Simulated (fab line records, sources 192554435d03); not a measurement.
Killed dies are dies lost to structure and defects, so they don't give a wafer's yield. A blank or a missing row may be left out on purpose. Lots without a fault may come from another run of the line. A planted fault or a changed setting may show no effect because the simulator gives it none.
fab line records | flow n5_finfet
record lots=5 wafers=15 last_day=17
route steps=1938 shown BEOL_M2@904 BEOL_M3@931
lots that met no fault: from a run of the same line without faults
start_h: hours from the record's first day to the start of the lot's first wafer shown | wait_h: hours since the lot's step before | " the same as in the row above | L1.1+2: a row that stands for several wafers | - no value, or no start given | * or withheld: withheld | < > ~ a bound
route shown NAME@n: a module of which the file shows steps, and the number in the route of the first | usual: mean/standard deviation of fault-free wafers | same: alike in all rows | chamber/n: place in a boat | sites: the reading at each site | _std_site: their standard deviation | _edge_site: outer sites' mean less inner sites' | radius_mm: how far each site lies from the wafer's centre | mask NAME#n: copy n | behind: the tool/chamber that last shaped the wafer | hold: why the lot was held/for how many hours/how that ended | device: the transistor (n, p or np) that didn't switch | end of line: the same wafers' tests at the end of the route | a step without rows: its recipe alone | killed: dies lost to structure and defects at the first sort, not the wafer's yield | map: a wafer's dies, x killed, . not, _ none there
set.NAME: the setting as run; set.NAME@STEP: as run at that earlier step | model.NAME: the simulator's own value behind a step, which no gauge read
lots at some steps of the route; a table a step, a row a wafer
services: from which hour (start_h, from the record's first day; less than 0 if before it) a tool's chamber was out of use, for how many hours, and why
## steps
# step N5_BEOL_M2_SPUTTER_48
# recipe material=Cu target_thk_a=45 temp_c=-20 chamber_pressure_pa=0.07 power_w=withheld time_s=8.29
# usual susceptor_temp_C=-19.97/0.11 throttle_valve_pct=29.7/0.93
# columns lot.wafer tool chamber start_h wait_h susceptor_temp_C throttle_valve_pct
L077.3 pvd_sputter-03 - 157.26 0.4 -20.05 30.7
L077.4 " - " " -19.80 27.8
L077.6 " - " " -19.99 30.3
L086.2 pvd_sputter-02 - 214.13 0.9 -20.00 29.8
L086.3 " - " " -19.91 29.1
L086.6 " - " " -19.86 29.0
L089.1 pvd_sputter-01 - 228.86 0.1 -20.07 30.0
L089.2 " - " " -20.05 28.6
L089.5 " - " " -19.93 30.7
L095.2 pvd_sputter-02 - 272.06 0.1 -19.96 29.2
L095.4 " - " " -19.82 31.0
L095.6 " - " " -19.90 28.9
L096.1 pvd_sputter-02 - 280.46 0.1 -20.01 29.6
L096.3 " - " " -20.00 31.0
L096.5 " - " " -19.84 29.8
# step N5_BEOL_M2_ANNEAL_49
# recipe temp_c=400 time_s=240 ambient=vacuum
# usual heater_power_w=795/100 susceptor_temp_C=400.02/0.23
# columns lot.wafer tool chamber start_h wait_h heater_power_w susceptor_temp_C
L077.3 pvd_sputter-03 - 157.34 0.0 739 399.84
L077.4 " - " " 1047 400.26
L077.6 " - " " 739 399.85
L086.2 pvd_sputter-02 - 214.21 0.0 710 399.67
L086.3 " - " " 875 400.44
L086.6 " - " " 868 400.25
L089.1 pvd_sputter-01 - 228.94 0.0 907 400.37
L089.2 " - " " 863 399.71
L089.5 " - " " 749 400.38
L095.2 pvd_sputter-02 - 272.14 0.0 880 400.52
L095.4 " - " " 708 399.81
L095.6 " - " " 738 400.27
L096.1 pvd_sputter-02 - 280.54 0.0 705 399.92
L096.3 " - " " 708 399.73
L096.5 " - " " 698 399.75
# step N5_BEOL_M2_SPUTTER_79
# recipe material=Cu target_thk_a=45 temp_c=-20 chamber_pressure_pa=0.07 power_w=withheld time_s=8.29
# usual susceptor_temp_C=-20.01/0.1 throttle_valve_pct=29.7/0.92
# columns lot.wafer tool chamber start_h wait_h susceptor_temp_C throttle_valve_pct
L077.3 pvd_sputter-03 - 157.48 0.1 -19.98 30.5
L077.4 " - " " -19.97 27.8
L077.6 " - " " -20.05 30.6
L086.2 pvd_sputter-02 - 214.35 0.1 -19.97 29.9
L086.3 " - " " -19.96 29.2
L086.6 " - " " -20.14 29.2
L089.1 pvd_sputter-01 - 229.08 0.1 -19.70 30.1
L089.2 " - " " -20.03 28.9
L089.5 " - " " -19.97 30.6
L095.2 pvd_sputter-02 - 272.28 0.1 -20.04 29.3
L095.4 " - " " -20.13 31.0
L095.6 " - " " -20.05 28.6
L096.1 pvd_sputter-02 - 280.68 0.1 -19.97 29.5
L096.3 " - " " -20.11 31.1
L096.5 " - " " -19.84 29.7
# step N5_BEOL_M2_ANNEAL_80
# recipe temp_c=400 time_s=240 ambient=vacuum
# usual heater_power_w=795/100 susceptor_temp_C=399.98/0.23
# columns lot.wafer tool chamber start_h wait_h heater_power_w susceptor_temp_C
L077.3 pvd_sputter-03 - 157.56 0.0 748 399.80
L077.4 " - " " 1056 399.71
L077.6 " - " " 730 399.92
L086.2 pvd_sputter-02 - 214.43 0.0 698 399.69
L086.3 " - " " 898 399.94
L086.6 " - " " 899 399.77
L089.1 pvd_sputter-01 - 229.16 0.0 921 400.15
L089.2 " - " " 831 400.36
L089.5 " - " " 751 399.45
L095.2 pvd_sputter-02 - 272.36 0.0 894 400.02
L095.4 " - " " 723 400.34
L095.6 " - " " 730 400.18
L096.1 pvd_sputter-02 - 280.76 0.0 728 400.24
L096.3 " - " " 706 399.63
L096.5 " - " " 705 399.91
# step N5_BEOL_M2_SPUTTER_81
# recipe material=Cu target_thk_a=45 temp_c=-20 chamber_pressure_pa=0.07 power_w=withheld time_s=8.29
# usual susceptor_temp_C=-19.99/0.1 throttle_valve_pct=29.7/0.96
# columns lot.wafer tool chamber start_h wait_h susceptor_temp_C throttle_valve_pct
L077.3 pvd_sputter-03 - 157.70 0.1 -20.10 30.7
L077.4 " - " " -19.96 27.8
L077.6 " - " " -20.03 30.5
L086.2 pvd_sputter-02 - 214.57 0.1 -19.87 29.8
L086.3 " - " " -19.87 29.2
L086.6 " - " " -20.12 29.2
L089.1 pvd_sputter-01 - 229.30 0.1 -19.97 30.1
L089.2 " - " " -19.92 28.7
L089.5 " - " " -20.23 30.8
L095.2 pvd_sputter-02 - 272.50 0.1 -19.95 29.2
L095.4 " - " " -20.04 31.1
L095.6 " - " " -19.92 28.6
L096.1 pvd_sputter-02 - 280.90 0.1 -20.07 30.0
L096.3 " - " " -19.96 31.0
L096.5 " - " " -19.96 29.5
# step N5_BEOL_M2_ANNEAL_82
# recipe temp_c=400 time_s=240 ambient=vacuum
# usual heater_power_w=797/100 susceptor_temp_C=400.00/0.18
# columns lot.wafer tool chamber start_h wait_h heater_power_w susceptor_temp_C
L077.3 pvd_sputter-03 - 157.78 0.0 747 399.80
L077.4 " - " " 1048 399.73
L077.6 " - " " 748 400.09
L086.2 pvd_sputter-02 - 214.65 0.0 699 399.96
L086.3 " - " " 877 399.82
L086.6 " - " " 892 400.36
L089.1 pvd_sputter-01 - 229.38 0.0 910 399.97
L089.2 " - " " 872 400.00
L089.5 " - " " 756 400.34
L095.2 pvd_sputter-02 - 272.58 0.0 858 400.15
L095.4 " - " " 701 400.04
L095.6 " - " " 729 400.04
L096.1 pvd_sputter-02 - 280.98 0.0 694 400.02
L096.3 " - " " 715 399.96
L096.5 " - " " 704 400.07
# step N5_BEOL_M2_SPUTTER_86
# recipe material=Cu target_thk_a=45 temp_c=-20 chamber_pressure_pa=0.07 power_w=withheld time_s=8.29
# usual susceptor_temp_C=-19.99/0.097 throttle_valve_pct=29.7/0.95
# columns lot.wafer tool chamber start_h wait_h susceptor_temp_C throttle_valve_pct
L077.3 pvd_sputter-03 - 157.92 0.1 -19.86 30.4
L077.4 " - " " -20.07 27.8
L077.6 " - " " -20.00 30.5
L086.2 pvd_sputter-02 - 214.79 0.1 -19.93 30.0
L086.3 " - " " -20.02 29.2
L086.6 " - " " -19.83 29.2
L089.1 pvd_sputter-01 - 229.52 0.1 -20.07 30.1
L089.2 " - " " -19.94 28.6
L089.5 " - " " -20.03 30.6
L095.2 pvd_sputter-02 - 272.72 0.1 -20.10 29.2
L095.4 " - " " -20.01 30.8
L095.6 " - " " -20.18 29.0
L096.1 pvd_sputter-02 - 281.12 0.1 -20.04 29.9
L096.3 " - " " -19.99 31.0
L096.5 " - " " -19.97 29.8
# step N5_BEOL_M2_ANNEAL_87
# recipe temp_c=400 time_s=240 ambient=vacuum
# usual heater_power_w=797/100 susceptor_temp_C=400.02/0.21
# columns lot.wafer tool chamber start_h wait_h heater_power_w susceptor_temp_C
L077.3 pvd_sputter-03 - 158.00 0.0 757 400.25
L077.4 " - " " 1065 399.90
L077.6 " - " " 752 399.74
L086.2 pvd_sputter-02 - 214.87 0.0 712 400.01
L086.3 " - " " 893 400.35
L086.6 " - " " 896 400.08
L089.1 pvd_sputter-01 - 229.60 0.0 908 399.95
L089.2 " - " " 862 400.08
L089.5 " - " " 751 400.08
L095.2 pvd_sputter-02 - 272.80 0.0 892 400.20
L095.4 " - " " 718 400.20
L095.6 " - " " 718 399.73
L096.1 pvd_sputter-02 - 281.20 0.0 687 400.38
L096.3 " - " " 716 400.27
L096.5 " - " " 709 400.11
# step N5_BEOL_M2_SPUTTER_88
# recipe material=Cu target_thk_a=45 temp_c=-20 chamber_pressure_pa=0.07 power_w=withheld time_s=8.29
# usual susceptor_temp_C=-20.00/0.1 throttle_valve_pct=29.7/0.96
# columns lot.wafer tool chamber start_h wait_h susceptor_temp_C throttle_valve_pct
L077.3 pvd_sputter-03 - 158.14 0.1 -19.95 30.8
L077.4 " - " " -20.03 27.7
L077.6 " - " " -20.05 30.5
L086.2 pvd_sputter-02 - 215.01 0.1 -20.18 29.5
L086.3 " - " " -20.06 29.2
L086.6 " - " " -20.14 28.8
L089.1 pvd_sputter-01 - 229.74 0.1 -19.89 30.2
L089.2 " - " " -19.93 28.9
L089.5 " - " " -19.95 30.9
L095.2 pvd_sputter-02 - 272.94 0.1 -20.22 29.2
L095.4 " - " " -20.01 31.1
L095.6 " - " " -20.05 28.8
L096.1 pvd_sputter-02 - 281.34 0.1 -19.91 29.7
L096.3 " - " " -20.05 31.0
L096.5 " - " " -19.87 29.6
# step N5_BEOL_M2_ANNEAL_89
# recipe temp_c=400 time_s=240 ambient=vacuum
# usual heater_power_w=795/100 susceptor_temp_C=399.99/0.23
# columns lot.wafer tool chamber start_h wait_h heater_power_w susceptor_temp_C
L077.3 pvd_sputter-03 - 158.22 0.0 744 399.92
L077.4 " - " " 1071 399.98
L077.6 " - " " 758 399.96
L086.2 pvd_sputter-02 - 215.09 0.0 674 400.14
L086.3 " - " " 877 400.05
L086.6 " - " " 902 399.69
L089.1 pvd_sputter-01 - 229.82 0.0 889 399.90
L089.2 " - " " 860 399.93
L089.5 " - " " 746 400.09
L095.2 pvd_sputter-02 - 273.02 0.0 902 400.05
L095.4 " - " " 702 399.88
L095.6 " - " " 717 400.69
L096.1 pvd_sputter-02 - 281.42 0.0 711 400.35
L096.3 " - " " 701 399.80
L096.5 " - " " 709 400.35
# step N5_BEOL_M2_SPUTTER_90
# recipe material=Cu target_thk_a=45 temp_c=-20 chamber_pressure_pa=0.07 power_w=withheld time_s=8.29
# usual susceptor_temp_C=-19.99/0.11 throttle_valve_pct=29.7/0.96
# columns lot.wafer tool chamber start_h wait_h susceptor_temp_C throttle_valve_pct
L077.3 pvd_sputter-03 - 158.36 0.1 -19.91 30.8
L077.4 " - " " -20.09 27.8
L077.6 " - " " -19.77 30.3
L086.2 pvd_sputter-02 - 215.23 0.1 -20.05 29.7
L086.3 " - " " -20.08 29.3
L086.6 " - " " -20.07 28.9
L089.1 pvd_sputter-01 - 229.96 0.1 -19.94 30.3
L089.2 " - " " -19.93 28.4
L089.5 " - " " -20.23 30.5
L095.2 pvd_sputter-02 - 273.16 0.1 -20.11 29.1
L095.4 " - " " -20.06 31.1
L095.6 " - " " -19.83 28.7
L096.1 pvd_sputter-02 - 281.56 0.1 -20.13 29.8
L096.3 " - " " -19.83 31.1
L096.5 " - " " -20.05 29.7
# step N5_BEOL_M2_ANNEAL_91
# recipe temp_c=400 time_s=240 ambient=vacuum
# usual heater_power_w=797/100 susceptor_temp_C=400.01/0.22
# columns lot.wafer tool chamber start_h wait_h heater_power_w susceptor_temp_C
L077.3 pvd_sputter-03 - 158.44 0.0 753 399.97
L077.4 " - " " 1069 400.12
L077.6 " - " " 746 400.12
L086.2 pvd_sputter-02 - 215.31 0.0 707 400.06
L086.3 " - " " 875 399.81
L086.6 " - " " 887 399.97
L089.1 pvd_sputter-01 - 230.04 0.0 913 400.06
L089.2 " - " " 865 400.23
L089.5 " - " " 751 400.31
L095.2 pvd_sputter-02 - 273.24 0.0 875 400.00
L095.4 " - " " 703 400.44
L095.6 " - " " 727 400.28
L096.1 pvd_sputter-02 - 281.64 0.0 707 399.81
L096.3 " - " " 700 399.62
L096.5 " - " " 707 400.02
# step N5_BEOL_M2_SPUTTER_92
# recipe material=Cu target_thk_a=45 temp_c=-20 chamber_pressure_pa=0.07 power_w=withheld time_s=8.29
# usual susceptor_temp_C=-20.00/0.12 throttle_valve_pct=29.7/0.95
# columns lot.wafer tool chamber start_h wait_h susceptor_temp_C throttle_valve_pct
L077.3 pvd_sputter-03 - 158.58 0.1 -19.97 30.3
L077.4 " - " " -19.87 27.7
L077.6 " - " " -19.91 30.5
L086.2 pvd_sputter-02 - 215.45 0.1 -19.77 29.8
L086.3 " - " " -20.07 29.2
L086.6 " - " " -19.80 29.0
L089.1 pvd_sputter-01 - 230.18 0.1 -20.08 30.0
L089.2 " - " " -19.93 29.0
L089.5 " - " " -19.96 30.6
L095.2 pvd_sputter-02 - 273.38 0.1 -20.07 29.3
L095.4 " - " " -19.95 31.2
L095.6 " - " " -19.91 28.6
L096.1 pvd_sputter-02 - 281.78 0.1 -20.00 29.7
L096.3 " - " " -19.89 31.0
L096.5 " - " " -20.00 29.5
# step N5_BEOL_M2_ANNEAL_93
# recipe temp_c=400 time_s=240 ambient=vacuum
# usual heater_power_w=798/100 susceptor_temp_C=400.01/0.21
# columns lot.wafer tool chamber start_h wait_h heater_power_w susceptor_temp_C
L077.3 pvd_sputter-03 - 158.66 0.0 751 400.12
L077.4 " - " " 1067 400.28
L077.6 " - " " 760 400.02
L086.2 pvd_sputter-02 - 215.53 0.0 714 399.79
L086.3 " - " " 874 399.69
L086.6 " - " " 884 399.78
L089.1 pvd_sputter-01 - 230.26 0.0 896 400.63
L089.2 " - " " 874 399.81
L089.5 " - " " 741 400.26
L095.2 pvd_sputter-02 - 273.46 0.0 866 400.02
L095.4 " - " " 715 400.32
L095.6 " - " " 724 399.43
L096.1 pvd_sputter-02 - 281.86 0.0 714 400.16
L096.3 " - " " 723 400.03
L096.5 " - " " 695 400.08
# step N5_BEOL_M2_SPUTTER_94
# recipe material=Cu target_thk_a=45 temp_c=-20 chamber_pressure_pa=0.07 power_w=withheld time_s=8.29
# usual susceptor_temp_C=-20.01/0.11 throttle_valve_pct=29.7/0.94
# columns lot.wafer tool chamber start_h wait_h susceptor_temp_C throttle_valve_pct
L077.3 pvd_sputter-03 - 158.80 0.1 -20.04 30.6
L077.4 " - " " -19.91 27.5
L077.6 " - " " -19.88 30.6
L086.2 pvd_sputter-02 - 215.67 0.1 -19.91 29.6
L086.3 " - " " -19.87 29.2
L086.6 " - " " -19.95 29.1
L089.1 pvd_sputter-01 - 230.40 0.1 -20.02 30.2
L089.2 " - " " -19.95 28.3
L089.5 " - " " -19.88 30.8
L095.2 pvd_sputter-02 - 273.60 0.1 -19.91 29.2
L095.4 " - " " -20.20 31.0
L095.6 " - " " -19.92 28.8
L096.1 pvd_sputter-02 - 282.00 0.1 -19.91 29.7
L096.3 " - " " -19.73 31.1
L096.5 " - " " -20.11 30.0
# step N5_BEOL_M2_ANNEAL_95
# recipe temp_c=400 time_s=240 ambient=vacuum
# usual heater_power_w=796/100 susceptor_temp_C=400.01/0.22
# columns lot.wafer tool chamber start_h wait_h heater_power_w susceptor_temp_C
L077.3 pvd_sputter-03 - 158.88 0.0 750 400.05
L077.4 " - " " 1063 399.66
L077.6 " - " " 747 399.95
L086.2 pvd_sputter-02 - 215.75 0.0 693 400.16
L086.3 " - " " 881 399.60
L086.6 " - " " 870 399.98
L089.1 pvd_sputter-01 - 230.48 0.0 911 400.21
L089.2 " - " " 850 399.84
L089.5 " - " " 767 400.15
L095.2 pvd_sputter-02 - 273.68 0.0 871 399.75
L095.4 " - " " 720 399.68
L095.6 " - " " 734 400.14
L096.1 pvd_sputter-02 - 282.08 0.0 696 400.03
L096.3 " - " " 689 400.00
L096.5 " - " " 703 400.43
# step N5_BEOL_M2_SPUTTER_96
# recipe material=Cu target_thk_a=45 temp_c=-20 chamber_pressure_pa=0.07 power_w=withheld time_s=8.29
# usual susceptor_temp_C=-20.01/0.11 throttle_valve_pct=29.7/0.95
# columns lot.wafer tool chamber start_h wait_h susceptor_temp_C throttle_valve_pct
L077.3 pvd_sputter-03 - 159.02 0.1 -19.82 30.7
L077.4 " - " " -20.28 27.7
L077.6 " - " " -19.90 30.4
L086.2 pvd_sputter-02 - 215.89 0.1 -19.97 29.7
L086.3 " - " " -19.93 29.0
L086.6 " - " " -20.05 29.1
L089.1 pvd_sputter-01 - 230.62 0.1 -20.23 29.7
L089.2 " - " " -20.05 28.5
L089.5 " - " " -20.13 30.6
L095.2 pvd_sputter-02 - 273.82 0.1 -20.04 29.1
L095.4 " - " " -20.13 30.8
L095.6 " - " " -19.99 28.6
L096.1 pvd_sputter-02 - 282.22 0.1 -19.93 29.6
L096.3 " - " " -20.02 31.0
L096.5 " - " " -19.98 29.7
# step N5_BEOL_M2_ECD_50
# recipe material=Cu target_thk_a=3000
# columns lot.wafer tool chamber start_h wait_h
L077.3+4+6 ecd_cu-02 1,0,1 159.16 0.1
L086.2+3+6 ecd_cu-01 1,1,0 216.00 0.1
L089.1+2+5 ecd_cu-02 0,1,0 230.74 0.1
L095.2+4+6 ecd_cu-01 0 273.94 0.1
L096.1+3+5 ecd_cu-01 1,1,0 282.34 0.1
# step N5_BEOL_M2_ANNEAL_51
# recipe temp_c=225 time_s=90 ambient=N2
# usual wafer_temp_C_max=226.04/0.24
# columns lot.wafer tool chamber start_h wait_h wafer_temp_C_max
L077.3 rtp_anneal-02 0 159.31 0.1 225.89
L077.4 " 0 " " 226.13
L077.6 " 0 " " 225.66
L086.2 rtp_anneal-02 0 216.13 0.1 225.84
L086.3 " 0 " " 225.75
L086.6 " 0 " " 226.18
L089.1 rtp_anneal-01 0 230.82 0.1 225.76
L089.2 " 0 " " 226.35
L089.5 " 0 " " 226.05
L095.2 rtp_anneal-02 0 274.06 0.1 225.86
L095.4 " 0 " " 225.76
L095.6 " 0 " " 226.11
L096.1 rtp_anneal-02 0 282.42 0.1 225.81
L096.3 " 0 " " 226.28
L096.5 " 0 " " 225.73
# step N5_BEOL_M2_CMP_52
# recipe stop_on=SiOC t_overpolish_s=6.8 down_force_psi=1 platen_rpm=50 clearing_platen_down_force_psi=1.5 clearing_platen_rpm=50 post_cmp_clean=cu_alkaline target_thk_nm=40 clearing_platen_pad_velocity_m_s=0.99484 pad_velocity_m_s=0.99484
# usual barrier_field_endpoint_s=24.6/0.72 clearing_platen_rpm=50.003/0.025 motor_current_A=6.3/0.97 overpolish_run_s=6.799/0.0083 pad_life_wafers=976/630 platen_rpm=50.00/0.035 retaining_ring_pressure_frac=1.000/0.0049 time_to_endpoint_s=62/3.4
# columns lot.wafer tool chamber start_h wait_h barrier_field_endpoint_s clearing_platen_rpm motor_current_A overpolish_run_s pad_life_wafers platen_rpm retaining_ring_pressure_frac time_to_endpoint_s
L077.3 cmp-04 1 159.59 0.2 25.2 49.975 6.9 6.800 1460 50.01 1.005 61
L077.4 " 2 " " 24.6 49.973 6.0 6.802 1461 50.03 0.996 63
L077.6 " 0 " " 24.8 49.975 6.0 6.799 - 49.98 0.993 61
L086.2 cmp-01 0 216.38 0.2 25.2 50.003 6.4 6.796 462 50.01 0.999 67
L086.3 " 2 " " 24.2 50.027 6.7 6.789 464 50.03 1.003 60
L086.6 " 1 " " 24.4 49.950 5.2 6.793 - 49.98 1.004 61
L089.1 cmp-01 0 231.11 0.3 24.9 50.024 6.2 6.783 588 49.93 0.997 65
L089.2 " 2 " " 24.9 50.051 6.4 6.795 590 50.03 0.998 61
L089.5 " 0 " " 25.6 50.008 6.9 6.787 - 50.02 0.992 65
L095.2 cmp-01 0 274.31 0.2 24.4 50.006 6.3 6.789 900 50.02 1.007 63
L095.4 " 1 " " 25.1 50.011 5.7 6.807 901 49.97 1.000 62
L095.6 " 1 " " 24.3 50.026 5.2 6.807 - 50.04 1.009 63
L096.1 cmp-04 0 282.79 0.3 24.5 49.982 6.0 6.798 374 49.99 0.988 63
L096.3 " 1 " " 24.4 49.976 7.0 6.800 375 49.92 0.997 66
L096.5 " 2 " " 25.4 50.009 5.7 6.810 - 50.04 1.001 62
# step N5_BEOL_M2_THK_MEAS_53
# recipe thk_meas_gauge=xrf reads=Cu_of_BEOL_M2_ECD_50
# usual M2_THK=40.2/1.9
# columns lot.wafer tool chamber start_h wait_h M2_THK[nm]
L077.3 film_metro-02 - 159.81 - 40.3
L077.4 " - " " 41.1
L077.6 " - " " 39.3
L086.2 film_metro-02 - 216.67 - 41.1
L086.3 " - " " 40.8
L086.6 " - " " 41.7
L089.1 film_metro-02 - 231.41 - 45.7
L089.2 " - " " 41.8
L089.5 " - " " 43.3
L095.2 film_metro-02 - 274.61 - 40.1
L095.4 " - " " 40.7
L095.6 " - " " 41.0
L096.1 film_metro-02 - 283.01 - 41.8
L096.3 " - " " 40.3
L096.5 " - " " 39.5
# step N5_BEOL_M2_PRE_CLEAN_60
# recipe gas=NH3/H2 time_s=15 temp_c=* rf_power_w=300
# usual heater_power_w=76/11 susceptor_temp_C=*
# columns lot.wafer tool chamber start_h wait_h heater_power_w susceptor_temp_C
L077.3 cvd_co-01 2 159.85 0.0 71 *
L077.4 " 1 " " 86 *
L077.6 " 0 " " 63 *
L086.2 cvd_co-01 0 216.73 0.1 65 *
L086.3 " 1 " " 85 *
L086.6 " 1 " " 87 *
L089.1 cvd_co-02 2 231.45 0.0 87 *
L089.2 " 0 " " 100 *
L089.5 " 2 " " 89 *
L095.2 cvd_co-01 0 274.65 0.0 65 *
L095.4 " 2 " " 70 *
L095.6 " 1 " " 86 *
L096.1 cvd_co-01 2 283.04 0.0 74 *
L096.3 " 1 " " 87 *
L096.5 " 1 " " 86 *
# step N5_BEOL_M2_CO_CAP_55
# recipe material=Co target_thk_a=20 temp_c=200 precursor=CCTBA/H2 pressure_torr=30 time_s=102.1
# usual heater_power_w=224/14 susceptor_temp_C=200.01/0.15
# columns lot.wafer tool chamber start_h wait_h heater_power_w susceptor_temp_C
L077.3 cvd_co-01 2 159.89 0.0 221 200.07
L077.4 " 1 " " 234 199.95
L077.6 " 0 " " 209 200.00
L086.2 cvd_co-01 0 216.77 0.0 210 199.97
L086.3 " 1 " " 240 200.18
L086.6 " 1 " " 241 200.19
L089.1 cvd_co-02 2 231.49 0.0 239 199.89
L089.2 " 0 " " 249 200.22
L089.5 " 2 " " 239 200.12
L095.2 cvd_co-01 0 274.69 0.0 211 200.19
L095.4 " 2 " " 224 200.27
L095.6 " 1 " " 241 200.03
L096.1 cvd_co-01 2 283.08 0.0 225 200.08
L096.3 " 1 " " 237 200.12
L096.5 " 1 " " 239 199.91
# step N5_BEOL_M2_PRE_CLEAN_56
# recipe gas=NH3 time_s=15 temp_c=withheld rf_power_w=300
# columns lot.wafer tool chamber start_h wait_h
L077.3+4+6 pecvd-03 0,2,2 159.99 0.1
L086.2+3+6 pecvd-03 1,0,2 216.87 0.1
L089.1+2+5 pecvd-04 2,0,0 231.58 0.1
L095.2+4+6 pecvd-01 0,0,2 274.78 0.1
L096.1+3+5 pecvd-03 1,2,2 283.18 0.1
# step N5_BEOL_M2_DEP_57
# recipe material=SiCN target_thk_a=80 temp_c=withheld precursor=3MS/NH3 pressure_torr=3 rf_w=202 time_s=14
# usual showerhead_plenum_p_Torr=3.667/0.015 throttle_valve_pct=9.4/0.64
# columns lot.wafer tool chamber start_h wait_h showerhead_plenum_p_Torr throttle_valve_pct
L077.3 pecvd-03 0 160.03 0.0 3.675 8.9
L077.4 " 2 " " 3.666 8.7
L077.6 " 2 " " 3.665 8.6
L086.2 pecvd-03 1 216.89 0.0 3.668 9.6
L086.3 " 0 " " 3.670 9.4
L086.6 " 2 " " 3.669 8.9
L089.1 pecvd-04 2 231.60 0.0 3.657 9.1
L089.2 " 0 " " 3.669 9.3
L089.5 " 0 " " 3.664 9.3
L095.2 pecvd-01 0 274.80 0.0 3.644 8.9
L095.4 " 0 " " 3.640 9.1
L095.6 " 2 " " 3.681 8.7
L096.1 pecvd-03 1 283.20 0.0 3.668 9.8
L096.3 " 2 " " 3.673 8.6
L096.5 " 2 " " 3.681 8.7
# step N5_BEOL_M2_RS_MEAS_58
# recipe thk_meas_gauge=four-point-probe reads=Co_of_BEOL_M2_CO_CAP_55+Cu_of_BEOL_M2_ECD_50+Co_of_BEOL_M2_CVD_47+TaN_of_BEOL_M2_ALD_84
# usual M2_RS=0.67/0.04
# columns lot.wafer tool chamber start_h wait_h M2_RS[ohm/sq]
L077.3 film_metro-01 - 160.10 0.1 0.67
L077.4 " - " " 0.66
L077.6 " - " " 0.69
L086.2 film_metro-02 - 216.96 0.1 0.64
L086.3 " - " " 0.65
L086.6 " - " " 0.63
L089.1 film_metro-01 - 231.67 0.0 0.57
L089.2 " - " " 0.63
L089.5 " - " " 0.61
L095.2 film_metro-02 - 274.87 0.1 0.67
L095.4 " - " " 0.65
L095.6 " - " " 0.65
L096.1 film_metro-02 - 283.27 0.0 0.63
L096.3 " - " " 0.67
L096.5 " - " " 0.68
# step N5_BEOL_M2_INSPECT_59
# recipe inspect_instrument=darkfield mode=post_dep
# usual raw_defect_count=70/22
# columns lot.wafer tool chamber start_h wait_h raw_defect_count
L077.3 defect_inspect-02 - 160.13 0.0 68
L077.4 " - " " 71
L077.6 " - " " 61
L086.2 defect_inspect-02 - 216.98 0.0 43
L086.3 " - " " 41
L086.6 " - " " 48
L089.1 defect_inspect-02 - 231.69 0.0 66
L089.2 " - " " 60
L089.5 " - " " 95
L095.2 defect_inspect-01 - 274.90 0.0 59
L095.4 " - " " 49
L095.6 " - " " 78
L096.1 defect_inspect-02 - 283.29 0.0 89
L096.3 " - " " 85
L096.5 " - " " 98
# step N5_BEOL_M3_ILD_DEP_00
# recipe material=SiOC target_thk_a=790 temp_c=350 precursor=DEMS/O2 pressure_torr=5 rf_w=500 time_s=15.3
# usual heater_power_w=487/65 showerhead_plenum_p_Torr=5.689/0.014 susceptor_temp_C=349.99/0.19 throttle_valve_pct=12.5/0.68
# columns lot.wafer tool chamber start_h wait_h heater_power_w showerhead_plenum_p_Torr susceptor_temp_C throttle_valve_pct
L077.3 pecvd-04 0 160.16 0.0 431 5.697 350.19 12.6
L077.4 " 0 " " 439 5.695 350.03 12.5
L077.6 " 1 " " 491 5.680 350.26 13.4
L086.2 pecvd-04 2 217.02 0.0 391 5.674 349.89 11.5
L086.3 " 1 " " 437 5.699 350.22 13.3
L086.6 " 2 " " 388 5.661 349.80 11.8
L089.1 pecvd-02 0 231.73 0.0 508 5.678 350.03 13.2
L089.2 " 1 " " 535 5.693 349.90 12.4
L089.5 " 0 " " 503 5.697 349.90 13.1
L095.2 pecvd-04 0 274.93 0.0 410 5.687 349.75 12.6
L095.4 " 1 " " 415 5.695 350.10 13.2
L095.6 " 0 " " 413 5.707 349.82 12.4
L096.1 pecvd-02 0 283.33 0.0 583 5.705 349.83 13.1
L096.3 " 1 " " 489 5.699 349.75 11.9
L096.5 " 0 " " 582 5.687 349.98 12.9
# step N5_BEOL_M3_THK_MEAS_01
# recipe reads=SiOC_of_BEOL_M3_ILD_DEP_00
# usual M3_ILD_THK=78.5/1.1
# columns lot.wafer tool chamber start_h wait_h M3_ILD_THK[nm]
L077.3 film_metro-01 - 160.23 0.1 78.6
L077.4 " - " " 79.4
L077.6 " - " " 79.0
L086.2 film_metro-02 - 217.09 0.1 79.4
L086.3 " - " " 80.1
L086.6 " - " " 80.3
L089.1 film_metro-01 - 231.80 0.0 77.8
L089.2 " - " " 77.6
L089.5 " - " " 79.3
L095.2 film_metro-02 - 275.00 0.1 76.6
L095.4 " - " " 79.4
L095.6 " - " " 79.0
L096.1 film_metro-02 - 283.61 0.3 77.7
L096.3 " - " " 78.0
L096.5 " - " " 79.2
## services
# columns tool chamber start_h hours kind
pecvd-01 0 148.23 5.5 scheduled_down
cmp-01 - 151.31 0.8 repair
cmp-01 - 156.57 4.0 pm
pecvd-02 1 160.51 5.0 scheduled_down
cmp-01 - 160.57 - consumable_replace:conditioner
cmp-01 - 160.57 - consumable_replace:pad
pecvd-03 - 164.72 2.6 repair
ecd_cu-02 - 167.27 0.2 repair
pecvd-03 0 172.87 5.5 scheduled_down
cvd_co-02 0 174.69 6.3 repair
cmp-04 - 176.16 0.5 repair
cmp-01 - 180.06 2.0 repair
cmp-04 - 183.18 3.0 repair
ecd_cu-02 - 197.56 1.7 repair
pecvd-04 0 198.77 11.6 repair
ecd_cu-02 - 210.67 4.5 pm
pecvd-02 - 212.28 0.4 repair
ecd_cu-02 - 219.01 0.9 repair
cvd_co-01 - 219.58 0.3 repair
cvd_co-02 - 221.99 6.9 pm
cmp-04 - 234.49 4.0 pm
pecvd-02 - 245.19 5.5 pm
cmp-01 - 259.28 1.8 repair
cvd_co-02 - 264.23 0.8 repair
## key
fault none
